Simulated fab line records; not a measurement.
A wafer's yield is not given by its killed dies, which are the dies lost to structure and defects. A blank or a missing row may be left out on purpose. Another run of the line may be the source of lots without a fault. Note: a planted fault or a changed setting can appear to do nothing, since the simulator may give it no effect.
A struck lot beside a sound one | flow n5_finfet | 25 steps out of a route of 1938
Sound: these wafers, L943.1, L943.3, L943.4. Wafers L948.3, L948.4, L948.6 were the ones struck. The cause is given at the end.
At each step with rows: each side's tool, then ch and its chambers, then its first start. Under that, the readings that differ: sound wafers | struck wafers | difference of the means | sigmas: that difference in standard deviations of wafers without a fault.
alike: readings with means less than 2 such deviations apart, plus words and numbers identical on both sides. not compared: withheld readings, readings lacking a value on some wafer, bounds such as >300 that could conceal the same value, and numbers that have no deviation in the record and whose values overlap.
The two part at a step that has a row with sigmas, a row that says differs or no value, or rows on one side only. Numbers that have no deviation but don't overlap get no sigmas and don't part them. Lack of a reading on every wafer of one side parts them only where that side has two or more wafers.

first, 1 step without rows for these wafers: N5_DUMMY_REMOVAL_DUMMY_REMOVE_02 (chemistry TMAH, target poly-Si, stops on SiO2, target depth 142 nm, time 57 s, rinse time 30 s).
N5_DUMMY_REMOVAL_INSPECT_06: inspects for defects (brightfield).
  sound on defect_inspect-01 at day 7 05:03; struck on defect_inspect-02 at day 8 11:30
  alike: raw_defect_count
then, 4 steps without rows for these wafers: N5_DUMMY_REMOVAL_PRECLEAN_08 (cleans in NF3:NH3, afs cycles 2, time 20 s, sublimation time 60 s); N5_DUMMY_REMOVAL_PRECLEAN_04 (cleans in DHF, time 37 s); N5_DUMMY_REMOVAL_SRD_05 (time 30 s); N5_HKMG_FIN_IL_REGROW_00 (material SiO2, chemistry O3, target thk 0.75 nm, time 30 s).
N5_HKMG_FIN_HK_ALD_01: deposits HfO2, target thk 1.6 nm, pulse time 3 s, purge time 3 s.
  sound on ald_hk-03 ch 0,1,3, day 7 05:25; struck on ald_hk-03 ch 1,2,3, day 8 11:52
  alike: precursor_pulse_height_rel
N5_HKMG_FIN_HK_ANNEAL_02: time 30 s.
  sound on rtp_anneal-02 ch 0, day 7 05:40; struck on rtp_anneal-01 ch 0, day 8 12:14
  alike: lamp_power_pct, lamp_zone_1_pct, wafer_temp_C_max
N5_HKMG_FIN_ALD_74: deposits La2O3, target thk 0.5 nm, pulse time 6 s, co reactant pulse time 1 s.
  sound on ald_hk-01 ch 0,2,3, day 7 05:52; struck on ald_hk-01 ch 0,1,2, day 8 12:24
  alike: heater_power_w, precursor_pulse_height_rel
N5_HKMG_FIN_ALD_75: deposits Al2O3, target thk 1 nm, co reactant pulse time 1 s.
  sound on ald_hk-01 ch 0,2,3, day 7 05:57; struck on ald_hk-01 ch 0,1,2, day 8 12:29
  alike: heater_power_w, precursor_pulse_height_rel
then, 2 steps without rows for these wafers: N5_HKMG_FIN_COAT_41 (time 60 s, resist thk 300 nm); N5_HKMG_FIN_COAT_42 (time 60 s, resist thk 35 nm).
N5_HKMG_FIN_COAT_43: resist thk 90 nm.
  sound on litho_track-04 ch 0, day 7 06:04; struck on litho_track-02 ch 0, day 8 12:35
  reading                                       | sound                | struck               | difference | sigmas
  spin_speed_rpm (rpm)                          | 1501.4 1499.6 1500.9 | 1564.7 1566.3 1563.6 | +64.2      | +58
  model.CAR-ArF_of_HKMG_FIN_COAT_43.thk_nm (nm) | 90.4 90.4 90.4       | 88 88 88             | -2         |
  alike: dispense_pressure_kPa
then, 5 steps without rows for these wafers: N5_HKMG_FIN_EBR_45; N5_HKMG_FIN_SOFTBAKE_44 (time 60 s); N5_HKMG_FIN_EXPOSE_46 (exposes mask NDIPOLE); N5_HKMG_FIN_PEB_47 (peb time 60 s); N5_HKMG_FIN_DEVELOP_48 (develop time 30 s).
N5_HKMG_FIN_CD_MEAS_49 targets a cd of 202 nm.
  sound on cd_sem-01 ch 0, day 7 06:25; struck on cd_sem-02 ch 0, day 8 12:58
  alike: cd_nm
N5_HKMG_FIN_OVL_MEAS_50:
  sound on overlay-01 ch 0, day 7 06:27; struck on overlay-01 ch 0, day 8 12:59
  alike: NDIPOLE_OVL
N5_HKMG_FIN_INSPECT_61: inspects for defects (macro).
  sound on defect_inspect-01 at day 7 06:28; struck on defect_inspect-02 at day 8 13:01
  alike: raw_defect_count
N5_HKMG_FIN_DESCUM_53: chemistry O2, time 7.9 s.
  sound on rie_diel-04 ch 0,1,3, day 7 06:49; struck on rie_diel-02 ch 0,1,2, day 8 13:14
  alike: drypump_motor_current_A, oes_product_au, rf_vpp_V, showerhead_plenum_p_Torr, throttle_valve_pct
  not compared: rf_hours_counter_h
N5_HKMG_FIN_ETCH_54: etches SiARC in CF4, target depth 45.5 nm, time 75.8 s.
  sound on rie_diel-04 ch 0,1,3, day 7 06:50; struck on rie_diel-02 ch 0,1,2, day 8 13:16
  reading                                       | sound          | struck   | difference | sigmas
  model.CAR-ArF_of_HKMG_FIN_COAT_43.thk_nm (nm) | 51.4 51.4 51.2 | 49 49 49 | -2         |
  alike: drypump_motor_current_A, etch_rf_on_time_s, oes_product_au, rf_vpp_V, showerhead_plenum_p_Torr, throttle_valve_pct
  not compared: rf_hours_counter_h
then, 1 step without rows for these wafers: N5_HKMG_FIN_ETCH_55 (etches SOC in N2/H2, target depth 240 nm, time 300 s).
-- here the record skips 9 days between the struck wafers' starts before and after, leaving off in module HKMG_FIN and picking up in module PASSIVATION (first step shown: number 1936 of the route) --
N5_PASSIVATION_PROBE_49:
  sound on prober-02 at day 15 13:15; struck on prober-01 at day 17 12:07
  alike: killed_at_M0_to_M3, killed_at_M4_up, killed_at_contacts, killed_at_front_end, killed_at_other, killed_dies, killed_open, killed_short

## WHERE THEY PART
Only at N5_HKMG_FIN_COAT_43, within this record. Later steps at which nothing parts them and some readings are alike: N5_HKMG_FIN_CD_MEAS_49, N5_HKMG_FIN_OVL_MEAS_50, N5_HKMG_FIN_INSPECT_61, N5_HKMG_FIN_DESCUM_53, N5_HKMG_FIN_ETCH_54, N5_PASSIVATION_PROBE_49.

WHY: what the simulator had put in
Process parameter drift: litho_track-02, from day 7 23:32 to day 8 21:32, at N5_HKMG_FIN_COAT_43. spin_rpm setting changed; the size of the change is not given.
